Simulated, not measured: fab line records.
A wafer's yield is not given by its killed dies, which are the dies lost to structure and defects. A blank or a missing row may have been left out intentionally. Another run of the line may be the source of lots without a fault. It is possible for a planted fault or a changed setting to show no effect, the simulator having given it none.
Chamber matching || flow n5 finfet || 4 sister chambers for N5_BEOL_M3_ALD_84 on ald metal-04
The step deposits TaN, pulse time 2 s, purge time 3 s, co reactant purge time 2 s. 7 wafers are shown with their chamber, then 7 later ones without.

== WAFERS PAIRED WITH THEIR CHAMBERS ==
{"wafer": "L086.1", "chamber": 3, "heater power w (W)": 429}
{"wafer": "L086.4", "chamber": 2, "heater power w (W)": 416}
{"wafer": "L091.2", "chamber": 0, "heater power w (W)": 395}
{"wafer": "L091.3", "chamber": 2, "heater power w (W)": 416}
{"wafer": "L091.5", "chamber": 3, "heater power w (W)": 442}
{"wafer": "L092.1", "chamber": 1, "heater power w (W)": 337}
{"wafer": "L092.4", "chamber": 1, "heater power w (W)": 329}

== WAFERS MISSING THEIR CHAMBER ==
{"wafer": "L092.5", "heater power w (W)": 429}
{"wafer": "L095.1", "heater power w (W)": 424}
{"wafer": "L095.3", "heater power w (W)": 396}
{"wafer": "L095.6", "heater power w (W)": 431}
{"wafer": "L097.1", "heater power w (W)": 331}
{"wafer": "L097.4", "heater power w (W)": 338}
{"wafer": "L097.5", "heater power w (W)": 400}

== THE CHAMBER EACH PASSED THROUGH ==
{"wafer": "L092.5", "from the rows above": "can't be placed: 3 or 2", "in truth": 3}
{"wafer": "L095.1", "from the rows above": "can't be placed: 2 or 3", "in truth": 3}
{"wafer": "L095.3", "from the rows above": 0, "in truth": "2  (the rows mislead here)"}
{"wafer": "L095.6", "from the rows above": "can't be placed: 3 or 2", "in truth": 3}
{"wafer": "L097.1", "from the rows above": 1, "in truth": 1}
{"wafer": "L097.4", "from the rows above": 1, "in truth": 1}
{"wafer": "L097.5", "from the rows above": "can't be placed: 0 or 2", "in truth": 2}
2 of 7 placed correctly. Unplaceable from these rows: 4, with the true chamber sitting among the candidates in 4. Placed wrongly: 1.
How it was worked out, from the rows above alone: a wafer's distance from a chamber is the root of the sum, over the readings, of the square of ((its reading less the chamber's mean) divided by the reading's scatter). If the next closest chamber is less than 2 further off than the closest, the wafer can't be placed; otherwise it belongs to the closest. Each chamber's mean is taken over the wafers shown for it. The scatter is the square root of a quotient: the sum, over the shown wafers, of each reading's squared deviation from its chamber's mean, divided by wafers minus chambers.
